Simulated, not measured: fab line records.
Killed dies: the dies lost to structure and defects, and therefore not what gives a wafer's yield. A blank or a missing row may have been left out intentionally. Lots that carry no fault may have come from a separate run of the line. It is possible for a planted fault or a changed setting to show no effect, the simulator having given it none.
Chamber matching    flow n5-finfet    4 sister chambers for N5_BEOL_M0_SAQP_DESCUM_45 on rie-diel-05
The step chemistry O2, time 7 s. 16 wafers are shown with their chamber, then 8 later ones without.

== WAFERS PAIRED WITH THEIR CHAMBERS ==
wafer   chamber  drypump-motor-current-A (A)  throttle-valve-pct (%)  showerhead-plenum-p-Torr (Torr)
L075.3  0        5.3                          20.15                   2.18
L075.4  3        6.0                          20.53                   2.08
L075.5  2        6.4                          20.35                   2.18
L078.1  1        5.1                          20.58                   2.18
L078.3  0        5.3                          20.19                   2.18
L078.4  1        5.1                          20.58                   2.18
L079.2  0        5.3                          20.18                   2.18
L079.3  2        6.3                          20.35                   2.18
L079.4  1        5.1                          20.56                   2.17
L082.1  2        6.3                          20.37                   2.18
L082.3  0        5.3                          20.17                   2.17
L082.4  1        5.1                          20.57                   2.17
L085.1  2        6.4                          20.37                   2.17
L085.2  0        5.3                          20.20                   2.17
L085.6  2        6.4                          20.37                   2.17
L088.1  1        5.1                          20.59                   2.17

SIGNATURES (averages over the wafers above)
reading                   chamber 0  chamber 1  chamber 2  chamber 3  scatter within a chamber
drypump-motor-current-A   5.300      5.100      6.360      6.000      0.0316
throttle-valve-pct        20.1780    20.5760    20.3620    20.5300    0.0144
showerhead-plenum-p-Torr  2.1760     2.1740     2.1760     2.0800     0.00548
Rule: a wafer's distance from a chamber is the root of the sum, over the readings, of the square of ((its reading less the chamber's mean) divided by the reading's scatter). If the next closest chamber is less than 2 further off than the closest, the wafer can't be placed; otherwise it belongs to the closest. The scatter is the square root of a quotient: the sum, over the shown wafers, of each reading's squared deviation from its chamber's mean, divided by wafers minus chambers.

== WAFERS WITHOUT THEIR CHAMBER ==
wafer   drypump-motor-current-A (A)  throttle-valve-pct (%)  showerhead-plenum-p-Torr (Torr)
L088.2  5.3                          20.19                   2.17
L088.5  6.3                          20.37                   2.17
L092.1  5.1                          20.59                   2.17
L092.2  6.4                          20.39                   2.17
L092.5  5.3                          20.19                   2.17
L095.4  6.0                          20.58                   2.07
L095.5  5.1                          20.60                   2.16
L095.6  6.3                          20.40                   2.17

== THE CHAMBER EACH PASSED THROUGH ==
wafer   from the rows above  in truth
L088.2  0                    0
L088.5  2                    2
L092.1  1                    1
L092.2  2                    2
L092.5  0                    0
L095.4  3                    3
L095.5  1                    1
L095.6  2                    2
Correct placement for 8 of the 8. Left unplaced by these rows: 0. Wrongly placed: 0.
